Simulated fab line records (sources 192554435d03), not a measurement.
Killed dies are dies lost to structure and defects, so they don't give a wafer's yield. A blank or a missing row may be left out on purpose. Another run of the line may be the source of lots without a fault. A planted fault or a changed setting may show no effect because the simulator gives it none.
Problem report, 8D (eight disciplines) form, completed by code ; flow n5Finfet ; the parts of the form that need people (team, actions taken, sign-off) are left out

## 1. THE PROBLEM
At N5_BEOL_M10_COAT_63, spinSpeedRpm averages 1463.7 rpm over 6 wafers from 2 lots, while fault-free wafers read 1499.9 rpm, standard deviation 1.1. Measured from the usual mean, that is -33 standard deviations.
The step: time 60 s, resist thk 100 nm.
Seen first at day 14 08:05 on lithoTrack-02, wafer L832.2. Wafers with a number at this step in the record: 12, from 4 lots. The rule behind "out" and "out of limits": a value lying over 4 standard deviations away from the usual mean. The other wafers with a number count as sound.

## 2. WHAT IT IS; WHAT IT IS NOT
question;is;is not
which readings at this step;spinSpeedRpm;-
which lots;L832, L834;L817, L839
which wafers of those lots;all that have a number;-
read on which tools;lithoTrack-02;lithoTrack-01
when;from day 14 08:05;"up to then (3 sound wafers); but 3 sound wafers of L839 came after"

## 3. WHAT RULES OUT EACH SUSPECT
Counting: a tool at any process step up to the reading remains a suspect when it ran all the lots that are out and ran no sound lot after the first of those.
- lithoTrack-02 at N5_BEOL_M10_COAT_63 (time 60 s, resist thk 100 nm): kept. It processed each lot that is out, first L832 at day 14 08:05, and no sound lot thereafter; up to then, the last sound lot it processed was L817 at day 9 19:29. Out on those wafers are its own readings of spinSpeedRpm.
Left after counting: lithoTrack-02 at N5_BEOL_M10_COAT_63.

## 4. THE CAUSE (what the simulator had put in)
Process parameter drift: lithoTrack-02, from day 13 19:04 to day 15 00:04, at N5_BEOL_M10_COAT_63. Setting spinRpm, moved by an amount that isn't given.
The count eliminated every tool but this one.

## 5. THE CHAIN OF EFFECTS, in route order
One row per reading whose mean, taken over the struck wafers that have a number, lies over 3 standard deviations from the usual. Scope: only readings with a usual standard deviation given in the record; hours: median across lots of the time from each lot's start at the first step in this table that gives one to its start at this step; sigmas: change in usual standard deviations.
hours;step;reading;usual;on struck wafers;change;sigmas
0;N5_BEOL_M10_COAT_63;spinSpeedRpm;1499.9 rpm;1463.7;-36.2;-33
It contains these process steps:
- N5_BEOL_M10_COAT_63: time 60 s, resist thk 100 nm.

## 6. WHAT WOULD HAVE CAUGHT IT SOONER
13 hours passed between the start of the fault at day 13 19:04 and the first reading out of limits in this record, taken at day 14 08:05.
